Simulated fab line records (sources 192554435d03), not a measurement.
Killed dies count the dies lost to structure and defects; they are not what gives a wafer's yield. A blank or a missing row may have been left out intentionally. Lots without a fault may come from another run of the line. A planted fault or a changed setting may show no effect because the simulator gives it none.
The same fault as seen by 3 desks + flow n5 finfet + what lay behind the numbers comes last; until then each desk has only its own

== AT THE METROLOGY DESK ==
What the gauges read, lot by lot, whatever tool the lot ran on: means of the sampled wafers that have a number. If a lot's mean is further than 4 standard deviations from the usual mean, the lot is out of limits and carries the mark OUT (the distance appears in the brackets).
Columns: A = thk nm at N5_SD_EPI_P_EPI_MEAS_23, usual 60.7 nm
| lot  | first seen here | A    |
|------|-----------------|------|
| L522 | day 3 10:58     | 60.6 |
| L523 | day 3 17:47     | 60.3 |
| L524 | day 3 22:55     | 60.4 |
| L525 | day 4 07:37     | 60.2 |
| L527 | day 4 14:32     | 61.1 |
| L528 | day 4 20:14     | 61.1 |
| L531 | day 5 20:17     | 60.7 |
| L536 | day 7 00:30     | 59.3 |
| L541 | day 8 04:18     | 59.8 |
| L543 | day 8 21:23     | 60.9 |
| L545 | day 9 04:25     | 59.7 |
This desk's verdict: no lot among the 11 shows anything out of limits.

== TOOL OWNER'S DESK, rtp anneal-01 ==
The tool's own readings at N5_SD_ACTIVATION_RTA_00 (time 0 s): means of the sampled wafers that have a number, for each lot that ran on this tool. If a lot's mean is further than 4 standard deviations from the usual mean, the lot is out of limits and carries the mark OUT (the distance appears in the brackets). It has 9 readings, of which 7 appear: the earliest out of limits, and the ones furthest out on some lot.
Columns: A = lamp power pct at N5_SD_ACTIVATION_RTA_00, usual 8.95 %; B = lamp_zone_1_pct at N5_SD_ACTIVATION_RTA_00, usual 8.954 %; C = lamp_zone_2_pct at N5_SD_ACTIVATION_RTA_00, usual 8.953 %; D = lamp_zone_3_pct at N5_SD_ACTIVATION_RTA_00, usual 8.954 %; E = lamp_zone_5_pct at N5_SD_ACTIVATION_RTA_00, usual 8.953 %; F = lamp_zone_6_pct at N5_SD_ACTIVATION_RTA_00, usual 8.880 %; G = lamp_zone_7_pct at N5_SD_ACTIVATION_RTA_00, usual 9.348 %
| lot  | first seen here | A               | B               | C               | D               | E               | F               | G               |
|------|-----------------|-----------------|-----------------|-----------------|-----------------|-----------------|-----------------|-----------------|
| L522 | day 3 11:16     | 8.95            | 8.955           | 8.972           | 8.950           | 8.926           | 8.861           | 9.332           |
| L524 | day 3 23:20     | 8.98            | 8.961           | 8.954           | 8.950           | 8.954           | 8.860           | 9.356           |
| L527 | day 4 14:46     | 8.96            | 8.967           | 8.952           | 8.935           | 8.966           | 8.875           | 9.341           |
| L531 | day 5 20:35     | 9.25 (+5.9) OUT | 9.264 (+13) OUT | 9.267 (+13) OUT | 9.298 (+12) OUT | 9.257 (+11) OUT | 9.207 (+12) OUT | 9.667 (+12) OUT |
| L536 | day 7 00:47     | 9.31 (+7.0) OUT | 9.278 (+14) OUT | 9.272 (+13) OUT | 9.245 (+10) OUT | 9.300 (+13) OUT | 9.223 (+12) OUT | 9.702 (+13) OUT |
Finding of this desk: L531, L536 out of limits; the first was L531 at day 5 20:35, on lamp power pct at N5_SD_ACTIVATION_RTA_00. L522, L524, L527 stayed within limits.

== THE DEFECT DESK ==
Counts from the inspections along the route, per lot, as means over the sampled wafers that have a number. If a lot's mean is further than 4 standard deviations from the usual mean, the lot is out of limits and carries the mark OUT (the distance appears in the brackets).
Columns: A = raw defect count at N5_ILD0_INSPECT_06, usual 45
| lot  | first seen here | A  |
|------|-----------------|----|
| L522 | day 3 18:14     | 29 |
| L523 | day 4 01:05     | 61 |
| L524 | day 4 06:41     | 28 |
| L525 | day 4 14:51     | 25 |
| L527 | day 4 22:55     | 20 |
| L528 | day 5 04:15     | 38 |
| L531 | day 6 03:31     | 48 |
| L536 | day 7 09:22     | 37 |
| L541 | day 8 11:59     | 83 |
| L543 | day 9 05:04     | 27 |
| L545 | day 9 12:10     | 21 |
This desk's verdict: no lot among the 11 shows anything out of limits.

== BROUGHT TOGETHER ==
On L531, L536, at day 5 20:35, an alarm was possible from the tool owner's desk.
At the metrology desk, nothing out of limits was observed.
No out-of-limits result turned up at the defect desk.
The metrology desk has L531, L536 on record, within its limits.
The defect desk has L531, L536 on record, within its limits.
The lots listed all ran N5_SD_ACTIVATION_RTA_00 on rtp anneal-01.

== WHAT WAS PUT IN BY THE SIMULATOR ==
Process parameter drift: rtp anneal-01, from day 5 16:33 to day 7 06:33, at N5_SD_ACTIVATION_RTA_00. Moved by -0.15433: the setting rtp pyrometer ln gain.
Struck lots among those shown: L531, L536.
Time in hours from fault onset to the first out-of-limits reading at each desk: the tool owner's desk, 4.
